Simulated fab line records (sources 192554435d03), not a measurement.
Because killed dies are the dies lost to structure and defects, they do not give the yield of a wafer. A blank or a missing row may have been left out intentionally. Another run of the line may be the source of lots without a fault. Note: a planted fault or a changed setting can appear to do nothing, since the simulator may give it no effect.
Which tool did it? / flow n5 finfet / 23 wafers from 8 lots sampled at 5 of the route's 1938 steps

== WHAT THE GAUGES SHOWED, per wafer ==
N5_MOL_CONTACT_COAG_THK_MEAS_29.
lot=L275; measured=day 6 00:30; on=film metro-01; MD_CAP_THK (nm)=17.89 17.92 17.91
lot=L276; measured=day 6 05:37; on=film metro-02; MD_CAP_THK (nm)=17.74 17.82 17.73
lot=L279; measured=day 7 07:08; on=film metro-01; MD_CAP_THK (nm)=17.92 24.46
lot=L283; measured=day 8 05:35; on=film metro-02; MD_CAP_THK (nm)=17.88 17.88 24.24
lot=L289; measured=day 9 13:50; on=film metro-02; MD_CAP_THK (nm)=17.91 17.94 17.96
lot=L290; measured=day 9 21:28; on=film metro-01; MD_CAP_THK (nm)=17.90 17.90 17.91
lot=L292; measured=day 10 03:47; on=film metro-02; MD_CAP_THK (nm)=17.82 17.71 17.79
lot=L294; measured=day 11 00:31; on=film metro-01; MD_CAP_THK (nm)=17.79 17.76 17.85

== TOOL THAT RAN EACH LOT (tool first, then ch and the chambers of the sampled wafers, then the start) ==
lot=L275; N5_HKMG_FIN_ALD_72=cvd w-01 ch 0,1, day 5 06:18; N5_HKMG_FIN_CMP_94=cmp-04 ch 1,2,3, day 5 06:57; N5_GATE_CUT_SAC_CAP_01=ald sin-04 ch 0,1,3, day 5 07:50; N5_GATE_CUT_ETCH_19=rie diel-03 ch 0,1,3, day 5 11:10
lot=L276; N5_HKMG_FIN_ALD_72=cvd w-01 ch 0,1, day 5 13:50; N5_HKMG_FIN_CMP_94=cmp-01 ch 0,1,3, day 5 14:32; N5_GATE_CUT_SAC_CAP_01=ald sin-01 ch 0,3, day 5 15:26; N5_GATE_CUT_ETCH_19=rie diel-03 ch 0,1,3, day 5 18:47
lot=L279; N5_HKMG_FIN_ALD_72=cvd w-01 ch 1, day 6 10:07; N5_HKMG_FIN_CMP_94=cmp-04 ch 0, day 6 10:46; N5_GATE_CUT_SAC_CAP_01=ald sin-01 ch 0,1, day 6 11:39; N5_GATE_CUT_ETCH_19=rie diel-03 ch 0,3, day 6 15:11
lot=L283; N5_HKMG_FIN_ALD_72=cvd w-01 ch 0, day 7 09:20; N5_HKMG_FIN_CMP_94=cmp-02 ch 2,3, day 7 10:11; N5_GATE_CUT_SAC_CAP_01=ald sin-01 ch 0,1,3, day 7 11:16; N5_GATE_CUT_ETCH_19=rie diel-01 ch 0,1,2, day 7 14:40
lot=L289; N5_HKMG_FIN_ALD_72=cvd w-01 ch 0,1, day 8 17:31; N5_HKMG_FIN_CMP_94=cmp-02 ch 0,1, day 8 18:10; N5_GATE_CUT_SAC_CAP_01=ald sin-03 ch 0,1,2, day 8 21:14; N5_GATE_CUT_ETCH_19=rie diel-04 ch 1,3, day 9 00:43
lot=L290; N5_HKMG_FIN_ALD_72=cvd w-02 ch 1, day 9 03:59; N5_HKMG_FIN_CMP_94=cmp-01 ch 0,1,2, day 9 04:38; N5_GATE_CUT_SAC_CAP_01=ald sin-03 ch 0,2, day 9 05:34; N5_GATE_CUT_ETCH_19=rie diel-01 ch 0,2, day 9 09:11
lot=L292; N5_HKMG_FIN_ALD_72=cvd w-01 ch 0,1, day 9 11:06; N5_HKMG_FIN_CMP_94=cmp-02 ch 0,2,3, day 9 11:55; N5_GATE_CUT_SAC_CAP_01=ald sin-03 ch 2,3, day 9 12:47; N5_GATE_CUT_ETCH_19=rie diel-03 ch 1,2,3, day 9 16:08
lot=L294; N5_HKMG_FIN_ALD_72=cvd w-01 ch 0,1, day 10 04:02; N5_HKMG_FIN_CMP_94=cmp-04 ch 0,2,3, day 10 04:45; N5_GATE_CUT_SAC_CAP_01=ald sin-01 ch 0,1,3, day 10 05:53; N5_GATE_CUT_ETCH_19=rie diel-03 ch 0,1,2, day 10 09:34
- N5_HKMG_FIN_ALD_72: deposits W, target thk 2 nm, pulse time 1 s, purge time 2 s.
- N5_HKMG_FIN_CMP_94: polishes, stops on SiNx, t overpolish 4.7 s, target thk 43.299 nm.
- N5_GATE_CUT_SAC_CAP_01: material SiNx, target thk 24 nm, pulse time 1 s, ald cycles 480.
- N5_GATE_CUT_ETCH_19: etches SiNx in CH3F/O2, target depth 53.7 nm, time 76.7 s.

== THE ANSWER, worked out from the rows above alone ==
Rule: the lots themselves supply what counts as usual. Put in order of their means at a reading, lots are off if they are a third of the lots or fewer, leave a main group of 4 or more, and stand apart from it by a gap of 3 or more times the standard deviation of the main group's means; of several such gaps the widest counts. A main group whose means are all the same, to the digits that the tables above print for the reading, isn't used. A lot without any number at a reading at which 4 lots or more have one is off too. All remaining lots with rows at the step are treated as sound.
Off: L279, L283, seen at N5_MOL_CONTACT_COAG_THK_MEAS_29 (MD_CAP_THK). Main group: mean 17.85 nm, sd 0.07.
A tool fits if, at a process step before that reading, it ran every lot that is off, and no sound lot after the first of them. Gauges at N5_MOL_CONTACT_COAG_THK_MEAS_29: tried the same way as those tools. No candidate that was tried fits.

== WHAT HAD BEEN PUT IN BY THE SIMULATOR ==
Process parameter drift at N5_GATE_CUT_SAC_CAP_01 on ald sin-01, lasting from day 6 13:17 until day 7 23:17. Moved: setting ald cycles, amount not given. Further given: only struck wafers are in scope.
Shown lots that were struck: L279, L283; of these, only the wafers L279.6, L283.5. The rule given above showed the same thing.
